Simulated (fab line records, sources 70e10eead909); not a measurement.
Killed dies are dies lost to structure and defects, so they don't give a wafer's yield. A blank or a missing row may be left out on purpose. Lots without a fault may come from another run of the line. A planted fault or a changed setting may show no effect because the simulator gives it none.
fab line records | flow nand_harc
record lots=11 wafers=33 last_day=34
route steps=1302 shown A_STAIRCASE@700 END@1302
lots that met no fault: from a run of the same line without faults
start_h: hours from the record's first day to the start of the lot's first wafer shown | wait_h: hours since the lot's step before | " the same as in the row above | L1.1+2: a row that stands for several wafers | - no value, or no start given | * or withheld: withheld | < > ~ a bound
route shown NAME@n: a module of which the file shows steps, and the number in the route of the first | usual: mean/standard deviation of fault-free wafers | same: alike in all rows | chamber/n: place in a boat | sites: the reading at each site | _std_site: their standard deviation | _edge_site: outer sites' mean less inner sites' | radius_mm: how far each site lies from the wafer's centre | mask NAME#n: copy n | behind: the tool/chamber that last shaped the wafer | hold: why the lot was held/for how many hours/how that ended | device: the transistor (n, p or np) that didn't switch | end of line: the same wafers' tests at the end of the route | a step without rows: its recipe alone | killed: dies lost to structure and defects at the first sort, not the wafer's yield | map: a wafer's dies, x killed, . not, _ none there
set.NAME: the setting as run; set.NAME@STEP: as run at that earlier step | model.NAME: the simulator's own value behind a step, which no gauge read
steps of the route over a sample of lots; a table a step, a row a wafer
services: from which hour (start_h, from the record's first day; less than 0 if before it) a tool's chamber was out of use, for how many hours, and why
## steps
# step NHARC_A_STAIRCASE_DESCUM_186
# recipe time_s=3 o2_flow_sccm=200 ar_flow_sccm=0 bias_power_w=0 chemistry=O2
# usual drypump_motor_current_A=5.9/0.5 oes_product_au=1.002/0.01 rf_vpp_V=58.0/0.91 showerhead_plenum_p_Torr=1.95/0.091 throttle_valve_pct=11.312/0.0091
# columns lot.wafer tool chamber start_h wait_h drypump_motor_current_A oes_product_au rf_hours_counter_h rf_vpp_V showerhead_plenum_p_Torr throttle_valve_pct
L666.3 rie_diel-12 3 359.93 - 5.9 1.019 19 58.0 2.00 11.325
L666.1 " 1 " " 6.7 0.977 22 57.4 1.98 11.325
L666.5 " 2 " " 5.3 1.001 - 57.5 1.83 11.318
L671.4 rie_diel-12 2 395.33 - 5.3 0.999 34 56.7 1.83 11.328
L671.1 " 3 " " 5.9 1.007 36 58.2 2.00 11.311
L671.5 " 2 " " 5.3 1.004 - 58.2 1.83 11.309
L669.3 rie_diel-04 3 395.76 - 6.0 0.990 13 58.9 2.03 11.313
L669.5 " 2 " " 6.3 0.997 - 59.0 2.07 11.307
L669.6 " 3 " " 6.1 0.994 - 58.9 2.03 11.330
L673.4 rie_diel-04 2 427.23 - 6.3 0.993 25 59.8 2.07 11.303
L673.3 " 3 " " 6.1 0.998 24 57.8 2.03 11.311
L673.5 " 2 " " 6.3 1.005 - 58.0 2.07 11.309
L678.2 rie_diel-12 1 481.43 - 6.7 0.986 9 58.1 1.97 11.306
L678.5 " 1 " " 6.7 0.990 - 58.6 1.97 11.309
L678.6 " 2 " " 5.3 1.011 - 56.9 1.82 11.308
L683.4 rie_diel-04 1 518.32 - 6.0 0.990 54 59.8 2.06 11.297
L683.1 " 0 " " 5.3 1.016 47 59.2 1.86 11.309
L683.6 " 1 " " 6.0 0.996 - 57.1 2.06 11.317
L684.3 rie_diel-04 0 531.09 - 5.3 1.014 51 56.8 1.86 11.309
L684.4 " 2 " " 6.3 0.993 60 59.5 2.06 11.312
L684.5 " 0 " " 5.3 1.004 - 57.2 1.86 11.329
L685.4 rie_diel-12 2 535.01 - 5.3 1.018 19 56.5 1.82 11.301
L685.2 " 3 " " 5.9 0.998 27 57.4 1.98 11.311
L685.3 " 1 " " 6.7 0.991 32 58.4 1.96 11.296
L686.4 rie_diel-12 3 555.06 - 5.9 1.011 34 57.3 1.98 11.316
L686.6 " 3 " " 5.9 1.011 - 58.3 1.98 11.306
L686.5 " 0 " " 5.8 1.006 - 58.6 2.06 11.332
L688.1 rie_diel-02 1 572.38 - 5.1 1.006 54 59.0 1.90 11.303
L688.4 " 3 " " 5.5 0.999 55 57.1 1.96 11.316
L688.5 " 2 " " 5.5 0.997 - 59.0 1.91 11.311
L689.3 rie_diel-12 2 595.61 - 5.3 1.017 39 56.3 1.81 11.312
L689.1 " 3 " " 5.9 1.017 45 56.5 1.97 11.310
L689.5 " 2 " " 5.3 1.020 - 57.4 1.81 11.318
# step NHARC_A_STAIRCASE_TRIM_193
# recipe time_s=211.2 o2_flow_sccm=500 ar_flow_sccm=0 bias_w=0 chemistry=O2
# usual drypump_motor_current_A=5.9/0.5 oes_product_au=1.001/0.011 rf_vpp_V=58.0/0.89 showerhead_plenum_p_Torr=3.60/0.15 throttle_valve_pct=17.036/0.0084
# columns lot.wafer tool chamber start_h wait_h drypump_motor_current_A oes_product_au rf_hours_counter_h rf_vpp_V showerhead_plenum_p_Torr throttle_valve_pct
L666.1 rie_diel-12 3 361.32 - 5.9 1.006 20 58.9 3.68 17.055
L666.3 " 0 " " 5.8 0.994 22 57.1 3.30 17.031
L666.5 " 1 " " 6.7 0.979 - 57.2 3.65 17.042
L671.1 rie_diel-12 0 396.14 - 5.8 0.992 39 57.9 3.29 17.030
L671.4 " 1 " " 6.7 0.990 36 57.5 3.64 17.037
L671.5 " 0 " " 5.8 1.000 - 56.3 3.29 17.042
L669.3 rie_diel-04 3 396.58 - 6.1 0.993 13 58.1 3.73 17.033
L669.5 " 3 " " 6.1 0.995 - 59.5 3.73 17.034
L669.6 " 0 " " 5.3 1.011 - 58.0 3.46 17.045
L673.3 rie_diel-04 1 428.00 - 6.0 0.999 22 58.8 3.80 17.028
L673.4 " 3 " " 6.1 0.990 25 59.0 3.72 17.032
L673.5 " 2 " " 6.3 1.006 - 57.9 3.79 17.034
L678.2 rie_diel-12 2 482.20 - 5.3 1.008 8 57.7 3.37 17.036
L678.6 " 2 " " 5.3 1.014 - 57.0 3.37 17.031
L678.5 " 3 " " 5.9 1.009 - 57.6 3.66 17.033
L683.1 rie_diel-04 3 519.12 - 6.1 1.173 53 58.2 3.71 17.030
L683.4 " 0 " " 5.3 1.191 48 57.0 3.44 17.030
L683.6 " 1 " " 6.0 1.159 - 57.3 3.78 17.045
L684.3 rie_diel-04 3 531.92 - 6.1 1.181 56 56.7 3.70 17.044
L684.4 " 0 " " 5.3 1.188 51 57.5 3.44 17.029
L684.5 " 3 " " 6.1 1.177 - 59.7 3.70 17.041
L685.2 rie_diel-12 2 535.80 - 5.3 1.006 19 58.1 3.36 17.042
L685.4 " 3 " " 5.9 1.011 28 57.7 3.64 17.034
L685.3 " 0 " " 5.8 0.999 30 58.1 3.79 17.029
L686.4 rie_diel-12 2 555.85 - 5.3 1.026 28 56.3 3.36 17.050
L686.6 " 1 " " 6.7 0.985 - 57.6 3.61 17.041
L686.5 " 2 " " 5.3 1.019 - 57.5 3.36 17.026
L688.4 rie_diel-02 3 573.21 - 5.6 1.005 55 58.1 3.60 17.013
L688.1 " 2 " " 5.5 0.988 54 57.6 3.52 17.028
L688.5 " 3 " " 5.6 1.008 - 57.2 3.61 17.031
L689.3 rie_diel-12 1 597.25 - 6.7 0.996 55 57.9 3.60 17.048
L689.1 " 2 " " 5.3 1.027 40 57.3 3.35 17.046
L689.5 " 0 " " 5.8 1.008 - 59.2 3.78 17.040
# step NHARC_A_STAIRCASE_ETCH_199
# recipe target_depth_a=1000 time_s=40.5 ion_energy_ev=400 c4f8_flow_sccm=20 o2_flow_sccm=10 ar_flow_sccm=withheld rf_w=600 bias_w=1000 chemistry=C4F8/O2
# usual oes_product_au=0.944/0.015 rf_vpp_V=900/5.4
# columns lot.wafer tool chamber start_h wait_h oes_product_au rf_hours_counter_h rf_vpp_V
L666.3 rie_diel-02 1 - - 0.930 48 897
L666.1 " 2 " " 0.922 48 897
L666.5 " 0 " " 0.929 - 900
L671.1 rie_diel-12 3 - - 0.948 37 901
L671.4 " 1 " " 0.932 36 901
L671.5 " 2 " " 0.948 - 891
L669.3 rie_diel-04 2 - - 0.936 14 906
L669.5 " 1 " " 0.942 - 906
L669.6 " 2 " " 0.951 - 905
L673.3 rie_diel-04 3 - - 0.927 25 903
L673.4 " 2 " " 0.945 26 906
L673.5 " 3 " " 0.939 - 904
L678.2 rie_diel-12 1 - - 0.944 10 899
L678.5 " 1 " " 0.946 - 899
L678.6 " 2 " " 0.960 - 891
L683.1 rie_diel-04 3 - - 0.954 53 903
L683.4 " 1 " " 0.932 55 905
L683.6 " 3 " " 0.955 - 902
L684.4 rie_diel-04 0 - - 0.953 51 893
L684.3 " 1 " " 0.926 59 904
L684.5 " 3 " " 0.932 - 902
L685.2 rie_diel-12 2 - - 0.948 20 889
L685.4 " 0 " " 0.942 31 906
L685.3 " 1 " " 0.929 32 899
L686.4 rie_diel-12 2 - - 0.954 28 890
L686.5 " 0 " " 0.956 - 907
L686.6 " 1 " " 0.951 - 899
L688.4 rie_diel-04 2 - - 0.908 7 905
L688.1 " 3 " " 0.919 6 902
L688.5 " 3 " " 0.931 - 902
L689.1 rie_diel-04 2 - - 0.948 19 903
L689.3 " 3 " " 0.956 18 902
L689.5 " 0 " " 0.949 - 893
# step NHARC_A_STAIRCASE_TRIM_202
# recipe time_s=211.2 o2_flow_sccm=500 ar_flow_sccm=0 bias_w=0 chemistry=O2
# usual drypump_motor_current_A=5.9/0.48 oes_product_au=1.001/0.012 rf_vpp_V=58.1/0.94 showerhead_plenum_p_Torr=3.62/0.15 throttle_valve_pct=17.037/0.0092
# columns lot.wafer tool chamber start_h wait_h drypump_motor_current_A oes_product_au rf_hours_counter_h rf_vpp_V showerhead_plenum_p_Torr throttle_valve_pct
L666.1 rie_diel-02 2 - - 5.5 0.997 48 55.9 3.55 17.034
L666.3 " 0 " " 6.7 0.998 47 58.7 3.64 17.027
L666.5 " 2 " " 5.6 0.990 - 57.7 3.55 17.028
L671.4 rie_diel-12 1 - - 6.7 0.984 36 59.4 3.64 17.041
L671.1 " 2 " " 5.2 1.008 35 56.8 3.38 17.030
L671.5 " 1 " " 6.7 0.989 - 58.3 3.64 17.043
L669.3 rie_diel-04 3 - - 6.1 0.994 14 58.1 3.73 17.051
L669.6 " 0 " " 5.3 1.014 - 58.1 3.46 17.049
L669.5 " 1 " " 6.1 0.986 - 58.9 3.80 17.036
L673.4 rie_diel-04 3 - - 6.1 0.989 25 57.8 3.72 17.026
L673.3 " 2 " " 6.3 0.994 26 58.3 3.79 17.038
L673.5 " 0 " " 5.3 1.011 - 58.0 3.46 17.028
L678.2 rie_diel-12 1 - - 6.7 0.991 10 59.6 3.63 17.029
L678.6 " 1 " " 6.7 0.986 - 56.0 3.63 17.031
L678.5 " 2 " " 5.3 1.013 - 58.7 3.37 17.040
L683.4 rie_diel-04 3 - - 6.1 1.003 53 57.2 3.71 17.041
L683.1 " 1 " " 6.1 0.993 55 60.3 3.78 17.027
L683.6 " 0 " " 5.3 1.027 - 57.7 3.44 17.025
L684.3 rie_diel-04 3 - - 6.1 0.997 56 59.1 3.70 17.027
L684.4 " 0 " " 5.3 1.011 52 58.2 3.44 17.034
L684.5 " 0 " " 5.3 1.008 - 57.5 3.44 17.047
L685.3 rie_diel-12 2 - - 5.3 1.012 20 57.5 3.36 17.035
L685.2 " 3 " " 5.9 1.010 28 60.0 3.64 17.045
L685.4 " 0 " " 5.8 1.017 31 59.1 3.79 17.044
L686.4 rie_diel-12 0 - - 5.8 1.018 38 58.2 3.79 17.025
L686.5 " 3 " " 5.9 1.009 - 58.3 3.64 17.040
L686.6 " 0 " " 5.8 1.016 - 59.8 3.79 17.044
L688.1 rie_diel-04 0 - - 5.3 1.013 6 57.3 3.44 17.024
L688.4 " 3 " " 6.1 0.990 6 58.0 3.70 17.037
L688.5 " 0 " " 5.3 1.012 - 58.5 3.44 17.025
L689.1 rie_diel-04 2 - - 6.3 0.980 19 59.0 3.76 17.038
L689.3 " 3 " " 6.1 1.005 18 59.2 3.69 17.030
L689.5 " 2 " " 6.3 1.000 - 58.1 3.76 17.038
# step NHARC_END_SORT_01
# recipe temp_c=25
# usual killed_at_array=56/19 killed_at_other=1.0/1.3 killed_at_periphery=3.8/2.2 killed_dies=61/19 killed_open=3.1/1.9 killed_short=2.3/1.5
# same gross_dies=677
# columns lot.wafer tool chamber start_h wait_h hold killed_at_array killed_at_other killed_at_periphery killed_dies killed_open killed_short
L666.1 prober-02 0 572.63 2.5 - 49 0 2 51 2 4
L666.3 prober-02 0 574.21 3.1 - 40 1 6 47 5 4
L666.5 prober-02 0 575.79 3.7 - 44 0 4 48 2 1
L671.1 prober-01 0 600.59 2.5 - 43 0 4 47 3 1
L671.4 prober-01 0 602.96 3.4 - 49 4 5 58 3 3
L671.5 prober-01 0 603.75 3.7 - 45 0 3 48 1 2
L669.3 prober-02 0 602.71 3.1 - 57 0 5 62 4 1
L669.5 prober-02 0 604.30 3.7 - 43 0 2 45 2 3
L669.6 prober-02 0 605.09 4.0 - 45 0 6 51 2 1
L673.3 prober-02 0 634.41 3.1 - 76 0 5 81 2 2
L673.4 prober-02 0 635.21 3.4 - 79 0 6 85 0 4
L673.5 prober-02 0 636.01 3.7 - 79 1 7 87 2 2
L678.2 prober-01 0 681.76 2.8 - 24 1 3 28 2 3
L678.5 prober-01 0 684.19 3.7 - 23 1 4 28 2 2
L678.6 prober-01 0 685.00 4.0 - 15 0 4 19 4 2
L683.1 prober-01 0 740.40 2.5 await_dispo/3.8h/release 450 0 3 453 2 4
L683.4 prober-01 0 742.81 3.4 await_dispo/3.8h/release 377 0 6 383 7 1
L683.6 prober-01 0 744.41 4.0 await_dispo/3.8h/release 446 0 6 452 6 1
L684.3 prober-02 0 744.45 3.1 await_dispo/1.7h/release 456 1 2 459 4 0
L684.4 prober-02 0 745.26 3.4 await_dispo/1.7h/release 373 0 2 375 1 0
L684.5 prober-02 0 746.06 3.7 await_dispo/1.7h/release 462 0 0 462 4 2
L685.2 prober-01 0 749.03 2.8 - 88 0 5 93 4 1
L685.3 prober-01 0 749.84 3.1 - 96 2 4 102 2 1
L685.4 prober-01 0 750.65 3.4 - 75 0 3 78 2 1
L686.4 prober-02 0 753.08 3.4 - 32 0 7 39 2 2
L686.5 prober-02 0 753.87 3.7 - 37 2 4 43 4 4
L686.6 prober-02 0 754.67 4.0 - 37 3 4 44 6 4
L688.1 prober-01 0 771.99 2.5 - 45 2 4 51 2 5
L688.4 prober-01 0 774.39 3.4 - 45 3 5 53 3 3
L688.5 prober-01 0 775.19 3.7 - 50 2 1 53 2 3
L689.1 prober-02 0 803.74 2.5 - 70 0 2 72 1 0
L689.3 prober-02 0 805.33 3.1 - 73 1 3 77 3 5
L689.5 prober-02 0 806.93 3.7 - 84 3 1 88 5 3
# killed by level:class
L666.1 A_CHANNEL_HOLE_D2:chamber_film_flake=35 A_WL_FILL:geometric_particle:short=3 A_STAIRCASE:chamber_film_flake=3 A_M0:chamber_film_flake=3 P_M0:geometric_particle:short=1 A_ONON_D1:geometric_particle:open=1 A_CHANNEL_FILL_D1:geometric_particle:open=1 P_GATE:chamber_film_flake=1
L666.3 A_CHANNEL_HOLE_D2:chamber_film_flake=24 P_GATE:chamber_film_flake=3 A_STAIRCASE:chamber_film_flake=2 A_SGD_CUT:chamber_film_flake=2 A_WL_FILL:chamber_film_flake=2 A_CONTACT:chamber_film_flake=2 P_GATE:geometric_particle:open=1 P_CONTACT:geometric_particle:open=1
L666.5 A_CHANNEL_HOLE_D2:chamber_film_flake=29 A_CONTACT:chamber_film_flake=3 A_CHANNEL_FILL_D1:geometric_particle:open=2 P_GATE:chamber_film_flake=2 A_DECK1_JOINT:chamber_film_flake=2 A_WL_FILL:chamber_film_flake=2 A_SGD_CUT:geometric_particle:short=1 P_STI:chamber_film_flake=1
L671.1 A_CHANNEL_HOLE_D2:chamber_film_flake=31 A_CHANNEL_HOLE_D1:chamber_film_flake=5 A_CONTACT:chamber_film_flake=2 P_M2:geometric_particle:open=1 A_ONON_D2:geometric_particle:open=1 A_CHANNEL_FILL_D2:geometric_particle:open=1 A_M0:geometric_particle:short=1 P_ZERO_WELL:chamber_film_flake=1
L669.3 A_SLIT:chamber_film_flake=30 A_CHANNEL_HOLE_D2:chamber_film_flake=10 A_CONTACT:chamber_film_flake=10 P_GATE:chamber_film_flake=4 A_CHANNEL_HOLE_D1:geometric_particle:open=1 A_CHANNEL_FILL_D2:geometric_particle:open=1 A_WL_FILL:geometric_particle:short=1 A_CONTACT:geometric_particle:open=1
L671.4 A_CHANNEL_HOLE_D2:chamber_film_flake=34 THIN_TSV:chamber_film_flake=4 P_M2:chamber_film_flake=3 A_CHANNEL_FILL_D2:chamber_film_flake=3 A_CONTACT:chamber_film_flake=3 A_CHANNEL_HOLE_D1:chamber_film_flake=2 P_M0:geometric_particle:open=1 A_CHANNEL_FILL_D1:geometric_particle:short=1
L671.5 A_CHANNEL_HOLE_D2:chamber_film_flake=33 P_M2:chamber_film_flake=2 A_ZERO_WELL:chamber_film_flake=2 A_CHANNEL_HOLE_D1:chamber_film_flake=2 A_DECK1_JOINT:chamber_film_flake=2 A_CONTACT:chamber_film_flake=2 P_STI:geometric_particle:short=1 A_CHANNEL_FILL_D1:geometric_particle:open=1
L669.5 A_SLIT:chamber_film_flake=21 A_CHANNEL_HOLE_D2:chamber_film_flake=10 A_CONTACT:chamber_film_flake=3 P_GATE:chamber_film_flake=2 A_CHANNEL_HOLE_D1:chamber_film_flake=2 A_ONON_D1:geometric_particle:open=1 A_ONON_D1:geometric_particle:short=1 A_CONTACT:geometric_particle:short=1
L669.6 A_SLIT:chamber_film_flake=22 A_CHANNEL_HOLE_D1:chamber_film_flake=5 A_CHANNEL_HOLE_D2:chamber_film_flake=5 A_CONTACT:chamber_film_flake=5 P_CONTACT:chamber_film_flake=2 P_M1:chamber_film_flake=2 A_STAIRCASE:chamber_film_flake=2 A_M1:chamber_film_flake=2
L673.3 A_SLIT:chamber_film_flake=28 A_CHANNEL_HOLE_D2:chamber_film_flake=26 A_CHANNEL_HOLE_D1:chamber_film_flake=6 P_M0:chamber_film_flake=4 A_CONTACT:chamber_film_flake=3 A_WL_FILL:chamber_film_flake=3 A_CHANNEL_FILL_D1:chamber_film_flake=2 A_CHANNEL_FILL_D2:chamber_film_flake=2
L673.4 A_CHANNEL_HOLE_D2:chamber_film_flake=30 A_SLIT:chamber_film_flake=23 P_M0:chamber_film_flake=5 A_WL_FILL:chamber_film_flake=5 A_CHANNEL_HOLE_D1:chamber_film_flake=4 A_CHANNEL_FILL_D2:chamber_film_flake=4 A_M1:chamber_film_flake=4 A_CONTACT:chamber_film_flake=3
L673.5 A_CHANNEL_HOLE_D2:chamber_film_flake=30 A_SLIT:chamber_film_flake=26 A_CONTACT:chamber_film_flake=8 A_CHANNEL_HOLE_D1:chamber_film_flake=7 P_M0:chamber_film_flake=4 A_M1:chamber_film_flake=3 A_WL_FILL:chamber_film_flake=2 P_STI:geometric_particle:short=1
L678.2 A_CHANNEL_HOLE_D1:chamber_film_flake=7 P_CONTACT:chamber_film_flake=3 A_STAIRCASE:chamber_film_flake=3 A_SLIT:chamber_film_flake=3 A_WL_FILL:chamber_film_flake=2 A_CONTACT:chamber_film_flake=2 A_CHANNEL_FILL_D1:geometric_particle:open=1 A_CHANNEL_FILL_D1:geometric_particle:short=1
L678.5 A_CHANNEL_HOLE_D1:chamber_film_flake=11 A_BLC:chamber_film_flake=4 P_CONTACT:chamber_film_flake=3 A_WL_FILL:chamber_film_flake=2 A_CONTACT:chamber_film_flake=2 P_CONTACT:geometric_particle:short=1 A_SOURCE_PLATE:geometric_particle:open=1 A_ONON_D1:geometric_particle:short=1
L678.6 A_CHANNEL_HOLE_D1:chamber_film_flake=6 P_STI:chamber_film_flake=2 A_STAIRCASE:chamber_film_flake=2 P_GATE:geometric_particle:open=1 P_M2:geometric_particle:open=1 A_DECK1_JOINT:geometric_particle:short=1 A_CONTACT:geometric_particle:open=1 A_BLC:geometric_particle:short=1
L683.1 A_STAIRCASE:area_trim=401 A_CHANNEL_HOLE_D2:chamber_film_flake=20 A_CHANNEL_HOLE_D1:chamber_film_flake=10 A_STAIRCASE:chamber_film_flake=6 A_SLIT:chamber_film_flake=5 A_WL_FILL:geometric_particle:short=2 P_ZERO_WELL:chamber_film_flake=2 A_CONTACT:chamber_film_flake=2
L683.4 A_STAIRCASE:area_trim=320 A_CHANNEL_HOLE_D2:chamber_film_flake=23 A_STAIRCASE:chamber_film_flake=8 A_SLIT:chamber_film_flake=7 A_CHANNEL_HOLE_D1:chamber_film_flake=6 P_M0:geometric_particle:open=4 A_SGD_CUT:chamber_film_flake=4 A_CONTACT:chamber_film_flake=3
L683.6 A_STAIRCASE:area_trim=379 A_CHANNEL_HOLE_D2:chamber_film_flake=26 A_STAIRCASE:chamber_film_flake=10 A_CHANNEL_HOLE_D1:chamber_film_flake=8 A_SLIT:chamber_film_flake=8 P_ZERO_WELL:chamber_film_flake=6 A_CONTACT:chamber_film_flake=6 A_M0:geometric_particle:open=2
L684.3 A_STAIRCASE:area_trim=426 A_CHANNEL_HOLE_D1:chamber_film_flake=17 A_SLIT:chamber_film_flake=3 A_CHANNEL_HOLE_D2:chamber_film_flake=2 A_STAIRCASE:chamber_film_flake=2 P_M0:geometric_particle:open=1 A_ONON_D1:geometric_particle:open=1 A_CHANNEL_FILL_D2:geometric_particle:open=1
L684.4 A_STAIRCASE:area_trim=341 A_CHANNEL_HOLE_D1:chamber_film_flake=13 A_SLIT:chamber_film_flake=8 A_STAIRCASE:chamber_film_flake=4 A_ZERO_WELL:chamber_film_flake=2 A_CONTACT:chamber_film_flake=2 A_CHANNEL_FILL_D2:geometric_particle:open=1 P_GATE:chamber_film_flake=1
L684.5 A_STAIRCASE:area_trim=425 A_CHANNEL_HOLE_D1:chamber_film_flake=12 A_STAIRCASE:chamber_film_flake=6 A_CHANNEL_HOLE_D2:chamber_film_flake=5 A_WL_FILL:chamber_film_flake=4 A_M0:geometric_particle:open=2 A_SLIT:chamber_film_flake=2 A_CHANNEL_FILL_D2:geometric_particle:short=1
L685.2 A_CHANNEL_HOLE_D1:chamber_film_flake=33 A_SLIT:chamber_film_flake=29 A_CHANNEL_HOLE_D2:chamber_film_flake=14 P_GATE:chamber_film_flake=4 A_CONTACT:chamber_film_flake=4 A_ZERO_WELL:chamber_film_flake=2 P_CONTACT:geometric_particle:open=1 A_CHANNEL_HOLE_D1:geometric_particle:open=1
L685.3 A_SLIT:chamber_film_flake=34 A_CHANNEL_HOLE_D1:chamber_film_flake=26 A_CHANNEL_HOLE_D2:chamber_film_flake=24 A_CONTACT:chamber_film_flake=6 P_ZERO_WELL:chamber_film_flake=3 A_DECK1_JOINT:chamber_film_flake=2 THIN_TSV:chamber_film_flake=2 P_M2:geometric_particle:open=1
L685.4 A_CHANNEL_HOLE_D1:chamber_film_flake=28 A_SLIT:chamber_film_flake=24 A_CHANNEL_HOLE_D2:chamber_film_flake=16 P_ZERO_WELL:chamber_film_flake=3 A_STAIRCASE:chamber_film_flake=2 A_DECK1_JOINT:geometric_particle:open=1 A_ONON_D2:geometric_particle:open=1 A_WL_FILL:geometric_particle:short=1
L686.4 A_CHANNEL_HOLE_D1:chamber_film_flake=14 A_SLIT:chamber_film_flake=5 P_ZERO_WELL:chamber_film_flake=4 A_CONTACT:chamber_film_flake=4 P_GATE:chamber_film_flake=3 A_ONON_D1:geometric_particle:open=2 A_STAIRCASE:chamber_film_flake=2 A_DECK1_JOINT:geometric_particle:short=1
L686.5 A_CHANNEL_HOLE_D1:chamber_film_flake=15 A_SLIT:chamber_film_flake=6 A_STAIRCASE:chamber_film_flake=3 A_ONON_D2:geometric_particle:open=2 A_CHANNEL_FILL_D2:geometric_particle:short=2 P_GATE:chamber_film_flake=2 THIN_TSV:chamber_film_flake=2 A_WL_FILL:chamber_film_flake=2
L686.6 A_CHANNEL_HOLE_D1:chamber_film_flake=12 A_SLIT:chamber_film_flake=5 A_STAIRCASE:chamber_film_flake=3 THIN_TSV:chamber_film_flake=3 P_GATE:chamber_film_flake=2 A_DECK1_JOINT:chamber_film_flake=2 A_CHANNEL_FILL_D2:chamber_film_flake=2 A_CONTACT:chamber_film_flake=2
L688.1 A_CHANNEL_HOLE_D2:chamber_film_flake=26 A_SLIT:chamber_film_flake=7 A_CONTACT:chamber_film_flake=6 A_WL_FILL:geometric_particle:short=2 THIN_TSV:chamber_film_flake=2 P_CONTACT:geometric_particle:open=1 P_M1:geometric_particle:short=1 A_CHANNEL_FILL_D1:geometric_particle:open=1
L688.4 A_CHANNEL_HOLE_D2:chamber_film_flake=24 A_SLIT:chamber_film_flake=10 P_ZERO_WELL:chamber_film_flake=3 THIN_TSV:chamber_film_flake=3 A_CHANNEL_FILL_D2:chamber_film_flake=2 A_CONTACT:chamber_film_flake=2 P_M0:geometric_particle:open=1 A_ONON_D1:geometric_particle:short=1
L688.5 A_CHANNEL_HOLE_D2:chamber_film_flake=33 A_SLIT:chamber_film_flake=9 THIN_TSV:chamber_film_flake=2 A_ONON_D1:geometric_particle:short=1 A_DECK1_JOINT:geometric_particle:short=1 A_CHANNEL_HOLE_D2:geometric_particle:open=1 A_WL_FILL:geometric_particle:short=1 A_M1:geometric_particle:open=1
L689.1 A_CHANNEL_HOLE_D2:chamber_film_flake=29 A_SLIT:chamber_film_flake=14 A_CHANNEL_HOLE_D1:chamber_film_flake=12 A_CONTACT:chamber_film_flake=8 A_STAIRCASE:chamber_film_flake=3 A_CONTACT:geometric_particle:open=1 P_GATE:chamber_film_flake=1 P_M2:chamber_film_flake=1
L689.3 A_CHANNEL_HOLE_D2:chamber_film_flake=28 A_CONTACT:chamber_film_flake=14 A_CHANNEL_HOLE_D1:chamber_film_flake=11 A_SLIT:chamber_film_flake=7 A_CHANNEL_FILL_D2:chamber_film_flake=2 A_STAIRCASE:chamber_film_flake=2 P_GATE:geometric_particle:short=1 P_M0:geometric_particle:open=1
L689.5 A_CHANNEL_HOLE_D2:chamber_film_flake=40 A_CHANNEL_HOLE_D1:chamber_film_flake=16 A_CONTACT:chamber_film_flake=11 A_SLIT:chamber_film_flake=9 THIN_TSV:chamber_film_flake=3 A_ONON_D2:geometric_particle:open=2 A_M0:geometric_particle:open=2 P_M0:geometric_particle:open=1
## services
# columns tool chamber start_h hours kind
rie_diel-04 0 339.43 - clean
rie_diel-04 1 339.43 - clean
rie_diel-04 2 339.43 - clean
rie_diel-04 3 339.43 - clean
rie_diel-02 2 352.48 2.9 repair
rie_diel-12 0 352.81 - clean
rie_diel-12 1 352.81 - clean
rie_diel-12 2 352.81 - clean
rie_diel-12 3 352.81 - clean
rie_diel-04 0 354.57 4.2 repair
rie_diel-04 - 359.22 9.0 pm
rie_diel-02 - 371.02 0.4 repair
rie_diel-04 - 387.35 0.5 repair
rie_diel-02 - 397.36 9.0 pm
rie_diel-04 0 402.33 7.7 repair
rie_diel-02 - 416.53 0.6 repair
rie_diel-12 - 447.28 9.0 pm
rie_diel-02 3 455.29 2.5 repair
rie_diel-02 1 464.31 4.4 repair
rie_diel-12 2 499.02 10.7 repair
rie_diel-12 2 519.50 1.4 repair
rie_diel-04 - 536.33 9.0 pm
rie_diel-02 - 574.52 9.0 pm
rie_diel-12 3 596.29 4.9 repair
## key
first_sign step=NHARC_A_STAIRCASE_TRIM_193 reading=oes_product_au direction=up sigmas=16 usual=1.001 struck=1.178
effect step=NHARC_END_SORT_01 reading=killed_at_array direction=up sigmas=20 usual=56 struck=427
more_kills_born_at NHARC_A_STAIRCASE_TRIM_193@rie_diel-04=2292
met_at NHARC_A_STAIRCASE_TRIM_193
struck_lots L683,L684
later_rows_left_out L683.1,L683.6,L684.3,L684.4,L684.5
tester_left_out L683,L684
not_acting_at NHARC_A_STAIRCASE_DESCUM_186,NHARC_A_STAIRCASE_ETCH_199,NHARC_A_STAIRCASE_TRIM_202
onset_between 428.00 519.12
fault kind=process_parameter_drift tool=rie_diel-04 chamber=- onset_h=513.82 steps=NHARC_A_STAIRCASE_TRIM_193 channel=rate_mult offset=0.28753 shape=step end_h=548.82
# tester_left_out: of these lots the tester's yield and bins aren't shown, on N5 and GAA mostly nor the transistor test; their killed dies are dies lost to structure and defects alone, not to doping, threshold or leakage, so they don't give the yield
# later_rows_left_out: the simulator's readings of these wafers behind a module that went badly wrong aren't trusted and aren't shown, but for the sort
